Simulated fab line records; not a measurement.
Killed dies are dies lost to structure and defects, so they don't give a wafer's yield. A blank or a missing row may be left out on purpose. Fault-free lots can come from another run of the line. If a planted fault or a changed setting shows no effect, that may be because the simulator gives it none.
Struck lot and sound lot, side by side / flow nand harc / 19 steps out of a route of 1302
Sound: the wafers L577.1, L577.3, L577.6. Wafers struck: L587.3, L587.4, L587.6. The cause comes at the end.
Order at every step that has rows: each side's tool, ch and its chambers, its first start. Under that, the readings that differ: sound wafers / struck wafers / difference of the means / sigmas: that difference in standard deviations of wafers without a fault.
alike: same words and numbers on both sides, and readings whose means sit less than 2 such deviations apart. not compared: any withheld reading, any reading some wafer has no value for, any bound like >300 that may hide the same value, and any number with overlapping values for which the record gives no deviation.
A row with sigmas, a row that says differs or no value, or rows on one side alone: a step with any of these is where the two part. Numbers that don't overlap but have no deviation are shown without sigmas and don't part them. A reading missing from all wafers of one side parts the sides only when that side holds two or more wafers.

NHARC_A_BLC_CD_MEAS_10 targets a cd of 100 nm.
  sound on cd sem-02 ch 0, day 23 08:53; struck on cd sem-02 ch 0, day 27 17:28
  alike: cd nm
NHARC_A_BLC_OVL_MEAS_11:
  sound on overlay-02, day 23 08:59; struck on overlay-02, day 27 17:32
  alike: overlay x nm, overlay y nm
NHARC_A_BLC_INSPECT_12:
  sound on defect inspect-02, day 23 09:01; struck on defect inspect-01, day 27 17:35
  alike: raw defect count
NHARC_A_BLC_DESCUM_15: chemistry O2, time 3 s.
  sound on rie diel-05 ch 0,1,3, day 23 09:05; struck on rie diel-05 ch 1,2, day 27 17:38
  alike: drypump motor current A, mfc ar sccm, oes product au, rf vpp V, showerhead plenum p Torr, throttle valve pct
  not compared: rf hours counter h
NHARC_A_BLC_ETCH_16: etches the open film in CF4, target depth 39 nm, time 65 s.
  sound on rie diel-05 ch 0,1,3, day 23 09:10; struck on rie diel-05 ch 1,2, day 27 17:44
reading=rf vpp V (V); sound=151.1 149.6 151.4; struck=153.0 153.4 153.1; difference=+2.5; sigmas=+2
  alike: drypump motor current A, mfc ar sccm, oes product au, showerhead plenum p Torr, throttle valve pct
  not compared: rf hours counter h
then, 1 step without rows for these wafers: NHARC_A_BLC_ETCH_17 (etches the open film in N2/H2, target depth 390 nm, time 609.38 s).
NHARC_A_BLC_ETCH_18: etches the open film in C4F8/O2/Ar, target depth 910 nm.
  sound on rie diel-05 ch 0,1,2; struck on rie diel-05 ch 1,2
  alike: oes product au, rf vpp V
  not compared: rf hours counter h
NHARC_A_BLC_CD_MEAS_19:
  sound on cd sem-03, day 23 10:28; struck on cd sem-02, day 27 18:37
  alike: cd nm
then, 3 steps without rows for these wafers: NHARC_A_BLC_STRIP_29 (strips in CF4); NHARC_A_BLC_STRIP_21 (strips in O2); NHARC_A_BLC_STRIP_22 (strips in post etch residue remover, time 600 s).
NHARC_A_BLC_DEGAS_30: time 60 s.
  sound on pvd sputter-01, day 23 11:04; struck on pvd sputter-01, day 27 19:12
  alike: heater power w
NHARC_A_BLC_PRE_CLEAN_31: time 15 s.
  sound on pvd sputter-01, day 23 11:07; struck on pvd sputter-01, day 27 19:16
NHARC_A_BLC_PVD_32: deposits Ti, target thk 5 nm, time 17.7 s.
  sound on pvd sputter-01; struck on pvd sputter-01
  alike: throttle valve pct
then, 4 steps without rows for these wafers: NHARC_A_BLC_ALD_23 (deposits TiN, target thk 3 nm, pulse time 1 s, ald cycles 150); NHARC_A_BLC_CVD_24 (deposits W, target thk 150 nm, time 434 s); NHARC_A_BLC_CMP_25 (polishes, t overpolish 30 s, target thk 150 nm); NHARC_A_BLC_SRD_27.
-- jump in the record: it breaks off in module A_BLC and resumes in module END (first step shown: number 1302 of the route), and 2 days separate the struck wafers' starts before and after --
NHARC_END_SORT_01:
  here the record holds rows for the struck wafers (prober-01 ch 0, day 30 04:50) but none for the sound ones

== WHERE THEY PART ==
Earliest at NHARC_A_BLC_ETCH_16; latest, in this record, at NHARC_END_SORT_01.

WHY: what the simulator had put in
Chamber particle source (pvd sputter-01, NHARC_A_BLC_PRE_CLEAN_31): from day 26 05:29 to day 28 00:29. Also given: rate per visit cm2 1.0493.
